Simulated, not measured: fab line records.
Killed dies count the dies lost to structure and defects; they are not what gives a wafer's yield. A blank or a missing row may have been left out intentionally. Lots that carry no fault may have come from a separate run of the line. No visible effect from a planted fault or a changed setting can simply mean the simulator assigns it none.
The tool behind it: which one?	flow nand harc	18 wafers from 6 lots sampled at 5 of the route's 1159 steps

WHAT THE GAUGES SHOWED, per wafer
NHARC_END_SORT_01.
lot	measured	on	killed at array
L186	day 23 15:56	prober-01	25 24 532

TOOL THAT RAN EACH LOT (tool first, then ch and the chambers of the sampled wafers, then the start)
lot	NHARC_A_WL_FILL_CVD_03	NHARC_THIN_TSV_CMP_01	NHARC_THIN_TSV_ETCH_44	NHARC_THIN_TSV_DEGAS_53
L170	cvd w-02 ch 0, day 15 08:38	cmp-04 ch 1,3, day 19 06:21	rie diel-11 ch 0,2, day 19 07:57	pvd sputter-01, day 19 12:25
L171	cvd w-02 ch 0,1, day 16 00:50	cmp-04 ch 1,2,3, day 19 14:53	rie diel-05 ch 1,2,3, day 19 16:26	pvd sputter-03, day 19 21:23
L173	cvd w-02 ch 0,1, day 16 04:04	cmp-01 ch 0,1,2, day 19 16:06	rie diel-10 ch 1,2,3, day 19 17:39	pvd sputter-01, day 19 22:10
L174	cvd w-01 ch 0,1, day 17 02:29	cmp-01 ch 1,2,3, day 20 15:44	rie diel-05 ch 1,2,3, day 20 17:22	pvd sputter-03, day 20 21:58
L177	cvd w-01 ch 0,1, day 17 13:26	cmp-01 ch 2,3, day 21 03:26	rie diel-11 ch 0,1,3, day 21 04:59	pvd sputter-03, day 21 09:46
L186	cvd w-02 ch 0,1, day 19 01:30	cmp-01 ch 2,3, day 22 19:16	rie diel-10 ch 0,2, day 22 20:58	pvd sputter-01, day 23 01:23
- NHARC_A_WL_FILL_CVD_03: deposits W, target thk 40 nm, time 3302 s.
- NHARC_THIN_TSV_CMP_01: polishes.
- NHARC_THIN_TSV_ETCH_44: etches the open film in CF4/O2, target depth 1594.2 nm, time 797.1 s.
- NHARC_THIN_TSV_DEGAS_53: time 60 s.

THE ANSWER, worked out from the rows above alone
Rule: what is usual is taken from the lots themselves. The widest of any qualifying gaps counts: lots, ordered by their means at a reading, are off when they make up no more than a third of the lots, leave a main group of 4 or more, and stand apart from it by 3 or more times the standard deviation of that group's means. The tables above print the reading to a certain number of digits; a main group whose means all agree to those digits is not used. Also off: a lot with no number at a reading for which 4 or more lots have one. Where the step has rows for the other lots, those lots are counted as sound.
No lot is off at any reading shown: from this, nothing can be told.

WHAT THE SIMULATOR HAD PUT IN
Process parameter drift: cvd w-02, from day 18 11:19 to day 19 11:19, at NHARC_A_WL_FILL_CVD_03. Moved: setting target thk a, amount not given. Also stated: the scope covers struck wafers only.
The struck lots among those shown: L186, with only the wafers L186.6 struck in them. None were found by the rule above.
